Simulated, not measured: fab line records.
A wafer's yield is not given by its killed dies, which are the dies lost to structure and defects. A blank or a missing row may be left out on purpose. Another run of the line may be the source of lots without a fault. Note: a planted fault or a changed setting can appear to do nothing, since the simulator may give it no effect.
Chamber matching ; flow nand-harc ; pecvd-02 running NHARC_P_M2_PRE_CLEAN_32: 3 sister chambers
The step time 12 s. 3 wafers are shown with their chamber, then 7 later ones without.

== EACH WAFER AND ITS CHAMBER ==
wafer;chamber;heater-power-w (W)
L091.3;2;787
L092.1;1;590
L092.2;0;634

== WAFERS WITHOUT THEIR CHAMBER ==
wafer;heater-power-w (W)
L092.4;638
L095.3;548
L095.5;689
L095.6;556
L097.1;708
L097.2;630
L097.3;599

== EACH ONE'S CHAMBER ==
wafer;from the rows above;in truth
L092.4;can't be placed: 0 or 1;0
L095.3;can't be placed: 1 or 0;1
L095.5;can't be placed: 0 or 2 or 1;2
L095.6;can't be placed: 1 or 0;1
L097.1;can't be placed: 0 or 2 or 1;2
L097.2;can't be placed: 0 or 1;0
L097.3;can't be placed: 1 or 0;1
0 of 7 placed correctly. From these rows, 7 cannot be placed; in 7 the true chamber is one of the candidates. Number placed wrongly: 0.
How it was worked out, from the rows above alone: a wafer's distance from a chamber is the root of the sum, over the readings, of the square of ((its reading less the chamber's mean) divided by the reading's scatter). The wafer belongs to the nearest chamber; if the next one is less than 2 further off, it can't be placed. For every chamber, the mean is computed from those of its wafers that are shown. The scatter (one wafer shown for each chamber): square how far every hidden wafer sits from the nearest shown wafer, average those squares and take the square root.
